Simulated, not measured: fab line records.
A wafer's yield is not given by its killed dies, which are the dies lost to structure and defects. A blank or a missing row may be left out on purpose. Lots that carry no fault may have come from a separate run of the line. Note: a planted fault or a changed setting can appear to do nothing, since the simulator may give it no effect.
Lot-split experiment || flow n5 finfet || 7 lots, 21 wafers read, on a route of 1938 steps

## ON THE SPLIT
At N5_BEOL_M9_COAT_05 (resist thk 90 nm), the setting spin rpm was moved away from the recipe's 1500 rpm on 9 of the 21 wafers read, by -6.6% to +9.5%. This setting was run at the recipe's value on the other wafers.

Reading taken at the split's own step.

## THE READING
CAR-ArF_of_BEOL_M9_COAT_05.thk nm (the simulator's own value, which no gauge read), in nm, at N5_BEOL_M9_COAT_05 (resist thk 90 nm). No usual value for it is given in the file. The 12 wafers here that ran the recipe average 89.8 nm, standard deviation 0.2 nm.

{"wafer": "L077.1", "tool, chamber at the split": "litho track-04, 0", "spin rpm as run, rpm": 1500, "against the recipe": "recipe", "CAR-ArF_of_BEOL_M9_COAT_05.thk nm, nm": 89.8, "against lot-mates on the recipe": "-"}
{"wafer": "L077.4", "tool, chamber at the split": "litho track-04, 0", "spin rpm as run, rpm": 1500, "against the recipe": "recipe", "CAR-ArF_of_BEOL_M9_COAT_05.thk nm, nm": 90.2, "against lot-mates on the recipe": "-"}
{"wafer": "L077.5", "tool, chamber at the split": "litho track-04, 0", "spin rpm as run, rpm": 1500, "against the recipe": "recipe", "CAR-ArF_of_BEOL_M9_COAT_05.thk nm, nm": 90, "against lot-mates on the recipe": "-"}
{"wafer": "L075.2", "tool, chamber at the split": "litho track-04, 0", "spin rpm as run, rpm": 1456, "against the recipe": "-2.9%", "CAR-ArF_of_BEOL_M9_COAT_05.thk nm, nm": 91.2, "against lot-mates on the recipe": "+1.4"}
{"wafer": "L075.3", "tool, chamber at the split": "litho track-04, 0", "spin rpm as run, rpm": 1500, "against the recipe": "recipe", "CAR-ArF_of_BEOL_M9_COAT_05.thk nm, nm": 89.6, "against lot-mates on the recipe": "-"}
{"wafer": "L075.6", "tool, chamber at the split": "litho track-04, 0", "spin rpm as run, rpm": 1500, "against the recipe": "recipe", "CAR-ArF_of_BEOL_M9_COAT_05.thk nm, nm": 90, "against lot-mates on the recipe": "-"}
{"wafer": "L082.2", "tool, chamber at the split": "litho track-04, 0", "spin rpm as run, rpm": 1548, "against the recipe": "+3.2%", "CAR-ArF_of_BEOL_M9_COAT_05.thk nm, nm": 88.4, "against lot-mates on the recipe": "no lot-mate on the recipe"}
{"wafer": "L082.4", "tool, chamber at the split": "litho track-04, 0", "spin rpm as run, rpm": 1548, "against the recipe": "+3.2%", "CAR-ArF_of_BEOL_M9_COAT_05.thk nm, nm": 88.4, "against lot-mates on the recipe": "no lot-mate on the recipe"}
{"wafer": "L082.5", "tool, chamber at the split": "litho track-04, 0", "spin rpm as run, rpm": 1548, "against the recipe": "+3.2%", "CAR-ArF_of_BEOL_M9_COAT_05.thk nm, nm": 88.4, "against lot-mates on the recipe": "no lot-mate on the recipe"}
{"wafer": "L083.2", "tool, chamber at the split": "litho track-04, 0", "spin rpm as run, rpm": 1500, "against the recipe": "recipe", "CAR-ArF_of_BEOL_M9_COAT_05.thk nm, nm": 90, "against lot-mates on the recipe": "-"}
{"wafer": "L083.3", "tool, chamber at the split": "litho track-04, 0", "spin rpm as run, rpm": 1642, "against the recipe": "+9.5%", "CAR-ArF_of_BEOL_M9_COAT_05.thk nm, nm": 85.8, "against lot-mates on the recipe": -4.2}
{"wafer": "L083.6", "tool, chamber at the split": "litho track-04, 0", "spin rpm as run, rpm": 1642, "against the recipe": "+9.5%", "CAR-ArF_of_BEOL_M9_COAT_05.thk nm, nm": 86.2, "against lot-mates on the recipe": -3.8}
{"wafer": "L088.1", "tool, chamber at the split": "litho track-01, 0", "spin rpm as run, rpm": 1598, "against the recipe": "+6.5%", "CAR-ArF_of_BEOL_M9_COAT_05.thk nm, nm": 86.8, "against lot-mates on the recipe": -3.1}
{"wafer": "L088.2", "tool, chamber at the split": "litho track-01, 0", "spin rpm as run, rpm": 1500, "against the recipe": "recipe", "CAR-ArF_of_BEOL_M9_COAT_05.thk nm, nm": 89.8, "against lot-mates on the recipe": "-"}
{"wafer": "L088.6", "tool, chamber at the split": "litho track-01, 0", "spin rpm as run, rpm": 1500, "against the recipe": "recipe", "CAR-ArF_of_BEOL_M9_COAT_05.thk nm, nm": 90, "against lot-mates on the recipe": "-"}
{"wafer": "L089.1", "tool, chamber at the split": "litho track-01, 0", "spin rpm as run, rpm": 1500, "against the recipe": "recipe", "CAR-ArF_of_BEOL_M9_COAT_05.thk nm, nm": 89.6, "against lot-mates on the recipe": "-"}
{"wafer": "L089.4", "tool, chamber at the split": "litho track-01, 0", "spin rpm as run, rpm": 1500, "against the recipe": "recipe", "CAR-ArF_of_BEOL_M9_COAT_05.thk nm, nm": 89.6, "against lot-mates on the recipe": "-"}
{"wafer": "L089.3", "tool, chamber at the split": "litho track-01, 0", "spin rpm as run, rpm": 1500, "against the recipe": "recipe", "CAR-ArF_of_BEOL_M9_COAT_05.thk nm, nm": 89.8, "against lot-mates on the recipe": "-"}
{"wafer": "L097.2", "tool, chamber at the split": "litho track-03, 0", "spin rpm as run, rpm": 1500, "against the recipe": "recipe", "CAR-ArF_of_BEOL_M9_COAT_05.thk nm, nm": 89.6, "against lot-mates on the recipe": "-"}
{"wafer": "L097.4", "tool, chamber at the split": "litho track-03, 0", "spin rpm as run, rpm": 1401, "against the recipe": "-6.6%", "CAR-ArF_of_BEOL_M9_COAT_05.thk nm, nm": 92.8, "against lot-mates on the recipe": "+3.2"}
{"wafer": "L097.5", "tool, chamber at the split": "litho track-03, 0", "spin rpm as run, rpm": 1401, "against the recipe": "-6.6%", "CAR-ArF_of_BEOL_M9_COAT_05.thk nm, nm": 92.8, "against lot-mates on the recipe": "+3.2"}

FIT RESULTS
A straight line over all 21 wafers: CAR-ArF_of_BEOL_M9_COAT_05.thk nm changes by -0.43 nm for each +1% of spin rpm; r = -0.99; the points scatter about the line by 0.2 nm.
The same after taking each lot's own level away (the mean of its wafers on the recipe; 18 wafers): -0.45 nm for each +1%; r = -1.00; scatter 0.18 nm.
Per that fit: largest spin rpm move, reading shift of 4.3 nm.
From 89.60 to 90.00 nm: that is the span of the lots' own levels, equal to 2.0 times the standard deviation above.
The two slopes agree, so the slope changes little with the lot-to-lot level.
Check: -4.21 nm against its lot-mates is what the line predicts for one of the wafers moved furthest among these (+9.5%) when that wafer is left out of the fit. Against them it came out at -4.2 nm.

## THE OTHER SPLITS THESE WAFERS WENT THROUGH
Before the reading, these wafers also passed through other splits. Each is held against what the fit with the lots' levels taken away leaves over:
{"other split on the same wafers": "N5_BEOL_M7_HM_DEP_02 target thk a", "wafers away from the commonest value": 5, "r with CAR-ArF_of_BEOL_M9_COAT_05.thk nm (lot level and that fit taken away)": -0.13}
{"other split on the same wafers": "N5_BEOL_M8_ILD_DEP_00 time s", "wafers away from the commonest value": 6, "r with CAR-ArF_of_BEOL_M9_COAT_05.thk nm (lot level and that fit taken away)": "+0.20"}
{"other split on the same wafers": "N5_BEOL_M8_HM_DEP_02 target thk a", "wafers away from the commonest value": 9, "r with CAR-ArF_of_BEOL_M9_COAT_05.thk nm (lot level and that fit taken away)": -0.18}
{"other split on the same wafers": "N5_BEOL_M9_ILD_DEP_00 time s", "wafers away from the commonest value": 5, "r with CAR-ArF_of_BEOL_M9_COAT_05.thk nm (lot level and that fit taken away)": "+0.38"}

## THE FILE'S OWN FIT
CAR-ArF_of_BEOL_M9_COAT_05.thk nm changes by -0.452 nm for each +1% of spin rpm, r = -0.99.
